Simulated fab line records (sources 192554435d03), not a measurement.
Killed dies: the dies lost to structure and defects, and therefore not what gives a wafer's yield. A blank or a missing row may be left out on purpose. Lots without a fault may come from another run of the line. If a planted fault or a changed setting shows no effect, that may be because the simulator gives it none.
Split-lot experiment / flow n5 finfet / 39 wafers read from 7 lots, route of 1938 steps

== ON THE SPLIT ==
At N5_BEOL_M1_ETCH_70 (etches SOC in N2/H2, target depth 80 nm, overetch 16 nm, time 120 s), the setting time s was moved away from the recipe's 120 s on 15 of the 39 wafers read, by -54.8% to +54.7%. For the rest of the wafers, this setting stayed at what the recipe calls for.

== FROM THE SPLIT TO THE READING: what the file shows between them, 2 steps ==
- N5_BEOL_M1_STRIP_71: strips in N2/H2
- N5_BEOL_M1_STRIP_78: strips in N2/H2

== THE READING ==
BEOL_M1.cd nm (the simulator's own value, which no gauge read), in nm, at N5_BEOL_M1_VIA_ETCH_34 (etches the open film in C4F6/O2, target depth 67.8 nm, time 64.4 s). There is no usual value for it anywhere in the file. Average 17.9 nm, standard deviation 0.21 nm, over the 24 wafers here run with the recipe.

wafer=L074.1; tool, chamber at the split=rie diel-01, 0; time s as run, s=120; against the recipe=recipe; BEOL_M1.cd nm, nm=18; against lot-mates on the recipe=-
wafer=L074.3; tool, chamber at the split=rie diel-01, 3; time s as run, s=120; against the recipe=recipe; BEOL_M1.cd nm, nm=18; against lot-mates on the recipe=-
wafer=L074.2; tool, chamber at the split=rie diel-01, 2; time s as run, s=99.99; against the recipe=-16.7%; BEOL_M1.cd nm, nm=17.6; against lot-mates on the recipe=-0.5
wafer=L074.4; tool, chamber at the split=rie diel-01, 1; time s as run, s=99.99; against the recipe=-16.7%; BEOL_M1.cd nm, nm=17.6; against lot-mates on the recipe=-0.5
wafer=L074.5; tool, chamber at the split=rie diel-01, 1; time s as run, s=120; against the recipe=recipe; BEOL_M1.cd nm, nm=18.2; against lot-mates on the recipe=-
wafer=L074.6; tool, chamber at the split=rie diel-01, 2; time s as run, s=99.99; against the recipe=-16.7%; BEOL_M1.cd nm, nm=17.8; against lot-mates on the recipe=-0.3
wafer=L075.1; tool, chamber at the split=rie diel-06, 1; time s as run, s=120; against the recipe=recipe; BEOL_M1.cd nm, nm=17.8; against lot-mates on the recipe=-
wafer=L075.4; tool, chamber at the split=rie diel-06, 2; time s as run, s=120; against the recipe=recipe; BEOL_M1.cd nm, nm=17.8; against lot-mates on the recipe=-
wafer=L075.5; tool, chamber at the split=rie diel-06, 3; time s as run, s=120; against the recipe=recipe; BEOL_M1.cd nm, nm=17.8; against lot-mates on the recipe=-
wafer=L075.2; tool, chamber at the split=rie diel-06, 0; time s as run, s=185.6; against the recipe=+54.7%; BEOL_M1.cd nm, nm=18.6; against lot-mates on the recipe=+0.8
wafer=L075.3; tool, chamber at the split=rie diel-06, 3; time s as run, s=185.6; against the recipe=+54.7%; BEOL_M1.cd nm, nm=19; against lot-mates on the recipe=+1.2
wafer=L075.6; tool, chamber at the split=rie diel-06, 2; time s as run, s=185.6; against the recipe=+54.7%; BEOL_M1.cd nm, nm=19.2; against lot-mates on the recipe=+1.4
wafer=L078.1; tool, chamber at the split=rie diel-06, 3; time s as run, s=120; against the recipe=recipe; BEOL_M1.cd nm, nm=17.8; against lot-mates on the recipe=-
wafer=L078.3; tool, chamber at the split=rie diel-06, 0; time s as run, s=120; against the recipe=recipe; BEOL_M1.cd nm, nm=17.8; against lot-mates on the recipe=-
wafer=L078.2; tool, chamber at the split=rie diel-06, 1; time s as run, s=120; against the recipe=recipe; BEOL_M1.cd nm, nm=18; against lot-mates on the recipe=-
wafer=L078.4; tool, chamber at the split=rie diel-06, 2; time s as run, s=120; against the recipe=recipe; BEOL_M1.cd nm, nm=18; against lot-mates on the recipe=-
wafer=L078.6; tool, chamber at the split=rie diel-06, 1; time s as run, s=120; against the recipe=recipe; BEOL_M1.cd nm, nm=18; against lot-mates on the recipe=-
wafer=L078.5; tool, chamber at the split=rie diel-06, 2; time s as run, s=120; against the recipe=recipe; BEOL_M1.cd nm, nm=17.6; against lot-mates on the recipe=-
wafer=L079.1; tool, chamber at the split=rie diel-01, 0; time s as run, s=120; against the recipe=recipe; BEOL_M1.cd nm, nm=17.8; against lot-mates on the recipe=-
wafer=L079.6; tool, chamber at the split=rie diel-01, 3; time s as run, s=120; against the recipe=recipe; BEOL_M1.cd nm, nm=17.8; against lot-mates on the recipe=-
wafer=L079.2; tool, chamber at the split=rie diel-01, 1; time s as run, s=120; against the recipe=recipe; BEOL_M1.cd nm, nm=18; against lot-mates on the recipe=-
wafer=L082.1; tool, chamber at the split=rie diel-01, 1; time s as run, s=54.24; against the recipe=-54.8%; BEOL_M1.cd nm, nm=16.8; against lot-mates on the recipe=-1.3
wafer=L082.6; tool, chamber at the split=rie diel-01, 3; time s as run, s=54.24; against the recipe=-54.8%; BEOL_M1.cd nm, nm=16.8; against lot-mates on the recipe=-1.3
wafer=L082.2; tool, chamber at the split=rie diel-01, 3; time s as run, s=120; against the recipe=recipe; BEOL_M1.cd nm, nm=18.4; against lot-mates on the recipe=-
wafer=L082.3; tool, chamber at the split=rie diel-01, 0; time s as run, s=54.24; against the recipe=-54.8%; BEOL_M1.cd nm, nm=16.6; against lot-mates on the recipe=-1.5
wafer=L082.4; tool, chamber at the split=rie diel-01, 2; time s as run, s=120; against the recipe=recipe; BEOL_M1.cd nm, nm=18; against lot-mates on the recipe=-
wafer=L082.5; tool, chamber at the split=rie diel-01, 2; time s as run, s=120; against the recipe=recipe; BEOL_M1.cd nm, nm=18; against lot-mates on the recipe=-
wafer=L085.1; tool, chamber at the split=rie diel-02, 1; time s as run, s=120; against the recipe=recipe; BEOL_M1.cd nm, nm=17.6; against lot-mates on the recipe=-
wafer=L085.2; tool, chamber at the split=rie diel-02, 2; time s as run, s=148.7; against the recipe=+23.9%; BEOL_M1.cd nm, nm=18.6; against lot-mates on the recipe=+0.7
wafer=L085.4; tool, chamber at the split=rie diel-02, 0; time s as run, s=148.7; against the recipe=+23.9%; BEOL_M1.cd nm, nm=18.6; against lot-mates on the recipe=+0.7
wafer=L085.6; tool, chamber at the split=rie diel-02, 0; time s as run, s=148.7; against the recipe=+23.9%; BEOL_M1.cd nm, nm=18.6; against lot-mates on the recipe=+0.7
wafer=L085.3; tool, chamber at the split=rie diel-02, 3; time s as run, s=120; against the recipe=recipe; BEOL_M1.cd nm, nm=18; against lot-mates on the recipe=-
wafer=L085.5; tool, chamber at the split=rie diel-02, 3; time s as run, s=120; against the recipe=recipe; BEOL_M1.cd nm, nm=18.2; against lot-mates on the recipe=-
wafer=L090.1; tool, chamber at the split=rie diel-06, 1; time s as run, s=120; against the recipe=recipe; BEOL_M1.cd nm, nm=17.8; against lot-mates on the recipe=-
wafer=L090.5; tool, chamber at the split=rie diel-06, 0; time s as run, s=120; against the recipe=recipe; BEOL_M1.cd nm, nm=17.8; against lot-mates on the recipe=-
wafer=L090.2; tool, chamber at the split=rie diel-06, 0; time s as run, s=55.84; against the recipe=-53.5%; BEOL_M1.cd nm, nm=16.4; against lot-mates on the recipe=-1.3
wafer=L090.6; tool, chamber at the split=rie diel-06, 1; time s as run, s=55.84; against the recipe=-53.5%; BEOL_M1.cd nm, nm=16.4; against lot-mates on the recipe=-1.3
wafer=L090.3; tool, chamber at the split=rie diel-06, 2; time s as run, s=55.84; against the recipe=-53.5%; BEOL_M1.cd nm, nm=16.6; against lot-mates on the recipe=-1.1
wafer=L090.4; tool, chamber at the split=rie diel-06, 3; time s as run, s=120; against the recipe=recipe; BEOL_M1.cd nm, nm=17.4; against lot-mates on the recipe=-

THE FIT
A straight line over all 39 wafers: BEOL_M1.cd nm changes by +0.0224 nm for each +1% of time s; r = +0.94; the points scatter about the line by 0.22 nm.
The same after taking each lot's own level away (the mean of its wafers on the recipe; 39 wafers): +0.0232 nm for each +1%; r = +0.97; scatter 0.16 nm.
The reading moves by 1.3 nm for the largest change in time s, on that fit.
Measured against the standard deviation above, the lots' own levels, which go from 17.67 to 18.13 nm, span 2.2 times it.
So the lot-to-lot level changes the slope little: the two slopes agree.
Check: -1.27 nm against its lot-mates is what the line predicts for one of the wafers moved furthest among these (-54.8%) when that wafer is left out of the fit. It came out at -1.33 nm against them.

== FURTHER SPLITS ON THESE WAFERS ==
These wafers also went through other splits before the reading. Each is held against what the fit with the lots' levels taken away leaves over:
other split on the same wafers=N5_ZERO_LAYER_DEVELOP_10 develop time s; wafers away from the commonest value=15; r with BEOL_M1.cd nm (lot level and that fit taken away)=-0.13
other split on the same wafers=N5_SD_EPI_N_DEVELOP_08 develop time s; wafers away from the commonest value=12; r with BEOL_M1.cd nm (lot level and that fit taken away)=-0.07
other split on the same wafers=N5_HKMG_FIN_ALD_79 ald cycles; wafers away from the commonest value=18; r with BEOL_M1.cd nm (lot level and that fit taken away)=-0.02
other split on the same wafers=N5_MOL_CONTACT_COAG_ALD_27 ald cycles; wafers away from the commonest value=15; r with BEOL_M1.cd nm (lot level and that fit taken away)=-0.19
other split on the same wafers=N5_MOL_CONTACT_COAG_ETCH_124 target depth a; wafers away from the commonest value=12; r with BEOL_M1.cd nm (lot level and that fit taken away)=-0.22

== THE WHOLE CHAIN: every reading that the file lists as answering this split, in the file's order ==
step=N5_BEOL_M1_ETCH_70; what it does=etches SOC in N2/H2, target depth 80 nm, overetch 16 nm, time 120 s; reading=etch.depth nm (the simulator's own value, which no gauge read); change (the file's fit)=not straight: 44.04 at the lowest setting, 59.96 at the recipe, 60.07 at the highest; r (the file's)=not given
step=N5_BEOL_M1_ETCH_70; what it does=etches SOC in N2/H2, target depth 80 nm, overetch 16 nm, time 120 s; reading=SiARC_of_BEOL_M1_COAT_68.thk nm (the simulator's own value, which no gauge read); change (the file's fit)=-0.0557 nm for each +1% of the setting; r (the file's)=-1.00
step=N5_BEOL_M1_VIA_ETCH_34; what it does=etches the open film in C4F6/O2, target depth 67.8 nm, time 64.4 s; reading=BEOL_M1.cd nm (the simulator's own value, which no gauge read); change (the file's fit)=+0.0232 nm for each +1% of the setting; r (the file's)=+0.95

== FILE'S OWN FIT ==
BEOL_M1.cd nm changes by +0.0232 nm for each +1% of time s, r = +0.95.
